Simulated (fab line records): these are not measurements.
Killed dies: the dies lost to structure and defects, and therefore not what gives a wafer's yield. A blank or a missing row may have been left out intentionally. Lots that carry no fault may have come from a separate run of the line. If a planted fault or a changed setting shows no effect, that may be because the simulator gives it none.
Chamber matching	flow nandHarc	rieDiel-08 running NHARC_P_BONDPAD_DESCUM_11: 4 sister chambers
The step chemistry O2, time 3 s. 8 wafers are shown with their chamber, then 12 later ones without.

== WAFERS, EACH WITH ITS CHAMBER ==
wafer	chamber	showerheadPlenumPTorr (Torr)	throttleValvePct (%)
L085.3	1	1.86	11.317
L085.6	0	1.90	11.318
L091.2	3	1.91	11.303
L091.3	0	1.91	11.316
L091.4	2	1.87	11.296
L091.1	1	1.86	11.306
L091.5	2	1.87	11.311
L091.6	3	1.91	11.306

== WAFERS WITHOUT THEIR CHAMBER ==
wafer	showerheadPlenumPTorr (Torr)	throttleValvePct (%)
L092.3	1.90	11.322
L092.4	1.91	11.310
L092.6	1.91	11.304
L093.1	1.90	11.305
L093.3	1.87	11.297
L093.5	1.91	11.303
L096.1	1.85	11.311
L096.3	1.91	11.306
L096.4	1.90	11.299
L096.2	1.87	11.312
L096.5	1.87	11.321
L096.6	1.85	11.321

== THE CHAMBER EACH PASSED THROUGH ==
wafer	from the rows above	in truth
L092.3	0	0
L092.4	can't be placed: 3 or 0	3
L092.6	3	3
L093.1	can't be placed: 0 or 3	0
L093.3	2	2
L093.5	3	3
L096.1	1	1
L096.3	can't be placed: 3 or 0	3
L096.4	can't be placed: 3 or 0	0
L096.2	can't be placed: 2 or 1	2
L096.5	can't be placed: 2 or 1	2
L096.6	1	1
6 of 12 placed correctly. These rows do not allow placing 6 (true chamber among the candidates in 6). 0 placed wrongly.
How it was worked out, from the rows above alone: a wafer's distance from a chamber is the root of the sum, over the readings, of the square of ((its reading less the chamber's mean) divided by the reading's scatter). The wafer belongs to the nearest chamber; if the next one is less than 2 further off, it can't be placed. For every chamber, the mean is computed from those of its wafers that are shown. How the scatter is found: for the shown wafers, subtract from each reading the mean of its chamber, square and add these, divide the total by (wafers less chambers), then take the root.
